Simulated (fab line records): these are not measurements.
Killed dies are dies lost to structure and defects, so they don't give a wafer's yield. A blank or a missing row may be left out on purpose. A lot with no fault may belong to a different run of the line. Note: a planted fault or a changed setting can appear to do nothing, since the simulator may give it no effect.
Which tool is to blame? + flow n5 finfet + Sampling: 10 lots, 30 wafers, 6 of 1938 route steps

## WHAT THE GAUGES SHOWED, per wafer
N5_BEOL_M1_OCD_MEAS_38.
| lot  | measured     | on     | trench depth nm (nm) |
|------|--------------|--------|----------------------|
| L077 | day 7 01:21  | ocd-01 | 55.9 54.4 55.2       |
| L080 | day 7 20:49  | ocd-02 | 54.3 55.6 55.3       |
| L083 | day 8 15:22  | ocd-01 | 55.0 54.9 55.4       |
| L085 | day 9 08:17  | ocd-02 | 55.3 55.3 55.0       |
| L087 | day 9 20:07  | ocd-02 | 54.8 54.4 55.1       |
| L089 | day 10 04:56 | ocd-01 | 55.1 54.7 55.3       |
| L091 | day 10 12:16 | ocd-02 | 54.6 55.6 55.8       |
| L093 | day 11 04:34 | ocd-02 | 54.8 53.4 54.1       |
| L095 | day 12 05:13 | ocd-01 | 54.4 54.2 53.8       |
| L097 | day 12 10:57 | ocd-01 | 54.2 55.1 54.7       |

## WHAT TOOL EACH LOT RAN ON (gives the tool, then ch and the chambers of the sampled wafers, and finally the start)
| lot  | N5_BEOL_M0_STRIP_140               | N5_BEOL_M0_STRIP_104               | N5_BEOL_M0_TRENCH_ETCH_107         | N5_BEOL_M1_ETCH_63                 | N5_BEOL_M1_TRENCH_ETCH_37                     |
|------|------------------------------------|------------------------------------|------------------------------------|------------------------------------|-----------------------------------------------|
| L077 | rie diel-05 ch 0,3, day 6 11:17    | rie diel-05 ch 0,3, day 6 11:19    | rie diel-02 ch 2,3, day 6 12:11    | rie diel-01 ch 1,2,3, day 6 19:17  | rie diel-04 ch 0,1,3, day 7 01:21 or earlier  |
| L080 | rie diel-02 ch 0,3, day 7 07:04    | rie diel-02 ch 0,3, day 7 07:05    | rie diel-02 ch 0,1, day 7 07:17    | rie diel-06 ch 0,2,3, day 7 12:16  | rie diel-06 ch 0,1, day 7 20:49 or earlier    |
| L083 | rie diel-03 ch 0,1, day 8 03:06    | rie diel-03 ch 0,1, day 8 03:07    | rie diel-05 ch 2,3, day 8 03:38    | rie diel-01 ch 0,2,3, day 8 10:22  | rie diel-04 ch 0,1,3, day 8 15:22 or earlier  |
| L085 | rie diel-02 ch 1,2,3, day 8 18:28  | rie diel-02 ch 1,2,3, day 8 18:29  | rie diel-02 ch 0,1,2, day 8 19:04  | rie diel-01 ch 0,1,3, day 9 01:45  | rie diel-04 ch 0,3, day 9 08:17 or earlier    |
| L087 | rie diel-02 ch 0,3, day 9 09:19    | rie diel-02 ch 0,3, day 9 09:20    | rie diel-03 ch 0,1, day 9 09:43    | rie diel-04 ch 0,1, day 9 16:35    | rie diel-04 ch 1,3, day 9 20:07 or earlier    |
| L089 | rie diel-03 ch 0,1,3, day 9 19:07  | rie diel-03 ch 0,1,3, day 9 19:08  | rie diel-03 ch 0,1,3, day 9 19:18  | rie diel-04 ch 0,1, day 10 03:22   | rie diel-04 ch 0,3, day 10 04:56 or earlier   |
| L091 | rie diel-05 ch 1,2,3, day 10 02:55 | rie diel-05 ch 1,2,3, day 10 02:56 | rie diel-02 ch 0,1,3, day 10 03:06 | rie diel-06 ch 2,3, day 10 10:22   | rie diel-06 ch 0,1,3, day 10 12:16 or earlier |
| L093 | rie diel-02 ch 0,2, day 10 17:50   | rie diel-02 ch 0,2, day 10 17:52   | rie diel-03 ch 1,2,3, day 10 18:02 | rie diel-06 ch 0,2, day 11 02:52   | rie diel-01 ch 1,3, day 11 04:34 or earlier   |
| L095 | rie diel-05 ch 0,2,3, day 11 12:58 | rie diel-05 ch 0,2,3, day 11 12:59 | rie diel-02 ch 0,1,3, day 11 13:35 | rie diel-06 ch 0,1,3, day 11 23:19 | rie diel-01 ch 0,2, day 12 05:13 or earlier   |
| L097 | rie diel-05 ch 1,2, day 11 22:23   | rie diel-05 ch 1,2, day 11 22:24   | rie diel-05 ch 1,2,3, day 11 22:34 | rie diel-06 ch 2,3, day 12 06:08   | rie diel-04 ch 0,3, day 12 10:57 or earlier   |
- N5_BEOL_M0_STRIP_140: strips in CF4.
- N5_BEOL_M0_STRIP_104: strips in N2/H2.
- N5_BEOL_M0_TRENCH_ETCH_107: etches SiOC in C4F6/O2, target depth 32.8 nm, time 16.4 s.
- N5_BEOL_M1_ETCH_63: etches SiARC in CF4, target depth 15.6 nm, time 26 s.
- N5_BEOL_M1_TRENCH_ETCH_37: etches SiOC in C4F6/O2, target depth 55.207 nm, time 29 s.

## THE ANSWER, worked out from the rows above alone
Rule: usual is defined by the lots themselves. Put in order of their means at a reading, lots are off if they are a third of the lots or fewer, leave a main group of 4 or more, and stand apart from it by a gap of 3 or more times the standard deviation of the main group's means; of several such gaps the widest counts. A main group whose means are all the same, to the digits that the tables above print for the reading, isn't used. A lot without any number at a reading at which 4 lots or more have one is off too. The other lots that the step has rows for count as sound.
No lot is off at any reading shown: from this, nothing can be told.

## WHAT WAS PUT IN BY THE SIMULATOR
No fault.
